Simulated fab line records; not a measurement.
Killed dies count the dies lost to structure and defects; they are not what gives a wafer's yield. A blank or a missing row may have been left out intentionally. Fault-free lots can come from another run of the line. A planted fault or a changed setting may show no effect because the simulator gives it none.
Matching of chambers    flow nand harc    NHARC_A_CHANNEL_FILL_D1_ALD_25 on ald hk-01: 4 sister chambers
The step deposits SiOx, target thk 60 nm, pulse time 10 s, ald cycles 600. 18 wafers are shown with their chamber, then 9 later ones without.

WAFERS WITH THEIR CHAMBER
wafer   chamber  heater power w (W)  heater power outer w (W)  precursor pulse height rel
L074.2  3        520                 305                       0.964
L074.3  1        550                 294                       1.016
L074.5  3        525                 305                       0.992
L076.3  1        571                 303                       0.990
L076.1  3        534                 318                       0.979
L076.6  1        580                 307                       0.995
L082.1  3        514                 311                       1.009
L082.4  0        459                 296                       1.001
L082.5  0        453                 287                       0.979
L083.1  3        522                 316                       0.986
L083.2  2        495                 271                       1.023
L083.6  3        537                 315                       1.022
L086.2  0        462                 292                       1.006
L086.3  1        572                 295                       1.007
L086.5  0        458                 288                       1.007
L089.1  2        501                 274                       1.015
L089.4  1        567                 303                       1.013
L089.3  0        453                 293                       1.051

SIGNATURES (averages over the wafers above)
reading                     chamber 0  chamber 1  chamber 2  chamber 3  scatter within a chamber
heater power w              457.00     568.00     498.00     525.33     8.25
heater power outer w        291.20     300.40     272.50     311.67     4.97
precursor pulse height rel  1.00880    1.00420    1.01900    0.99200    0.0198
Rule: a wafer lies at a distance from a chamber equal to the root of the sum of squares, over the readings, of (its reading less the chamber's mean, divided by the reading's scatter). If the next closest chamber is less than 2 further off than the closest, the wafer can't be placed; otherwise it belongs to the closest. The scatter is the square root of a quotient: the sum, over the shown wafers, of each reading's squared deviation from its chamber's mean, divided by wafers minus chambers.

WAFERS WITHOUT THEIR CHAMBER
wafer   heater power w (W)  heater power outer w (W)  precursor pulse height rel
L090.3  571                 298                       1.030
L090.5  503                 271                       0.981
L090.6  545                 310                       1.014
L093.4  536                 308                       1.013
L093.1  464                 292                       1.004
L093.3  496                 273                       1.008
L096.1  502                 275                       1.005
L096.4  565                 307                       0.974
L096.2  452                 289                       0.983

EACH ONE'S CHAMBER
wafer   from the rows above      in truth
L090.3  1                        1
L090.5  2                        2
L090.6  can't be placed: 3 or 1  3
L093.4  3                        3
L093.1  0                        0
L093.3  2                        2
L096.1  2                        2
L096.4  1                        1
L096.2  0                        0
Correct placement for 8 of the 9. From these rows, 1 cannot be placed; in 1 the true chamber is one of the candidates. Number placed wrongly: 0.
